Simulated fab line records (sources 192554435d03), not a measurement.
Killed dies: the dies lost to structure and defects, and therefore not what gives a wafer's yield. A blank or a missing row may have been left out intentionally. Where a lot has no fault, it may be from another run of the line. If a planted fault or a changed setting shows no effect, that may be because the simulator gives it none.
Chamber matching | flow n5-finfet | N5_BEOL_M2_ALD_98 on ald-sin-04: 4 sister chambers
The step deposits SiO2, target thk 2.5 nm, pulse time 1 s, co reactant pulse time 1 s. 8 wafers are shown with their chamber, then 9 later ones without.

== WAFERS WITH THEIR CHAMBER ==
wafer  | chamber | heater-power-w (W) | precursor-pulse-height-rel
L075.1 | 3       | 90                 | 1.012
L085.1 | 1       | 80                 | 1.017
L085.5 | 2       | 81                 | 0.974
L086.1 | 1       | 77                 | 0.999
L086.6 | 2       | 80                 | 0.990
L088.2 | 0       | 93                 | 0.992
L088.5 | 0       | 94                 | 0.999
L088.6 | 3       | 86                 | 1.026

== WAFERS WITH NO CHAMBER GIVEN ==
wafer  | heater-power-w (W) | precursor-pulse-height-rel
L092.2 | 79                 | 1.002
L092.4 | 81                 | 1.001
L092.6 | 79                 | 0.995
L094.1 | 96                 | 1.027
L094.2 | 80                 | 0.988
L094.3 | 88                 | 1.021
L094.4 | 79                 | 0.993
L094.5 | 79                 | 0.990
L094.6 | 82                 | 1.008

== WHICH CHAMBER EACH ONE RAN IN ==
wafer  | from the rows above          | in truth
L092.2 | can't be placed: 1 or 2      | 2
L092.4 | can't be placed: 1 or 2      | 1
L092.6 | can't be placed: 1 or 2      | 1
L094.1 | can't be placed: 0 or 3      | 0
L094.2 | can't be placed: 2 or 1      | 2
L094.3 | 3                            | 3
L094.4 | can't be placed: 2 or 1      | 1
L094.5 | can't be placed: 2 or 1      | 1
L094.6 | can't be placed: 1 or 2 or 3 | 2
Placed correctly: 1 of 9. These rows do not allow placing 8 (true chamber among the candidates in 8). Number placed wrongly: 0.
How it was worked out, from the rows above alone: a wafer's distance from a chamber is the root of the sum, over the readings, of the square of ((its reading less the chamber's mean) divided by the reading's scatter). The wafer belongs to the nearest chamber; if the next one is less than 2 further off, it can't be placed. A chamber's mean is the mean of its shown wafers. The scatter is the square root of a quotient: the sum, over the shown wafers, of each reading's squared deviation from its chamber's mean, divided by wafers minus chambers.
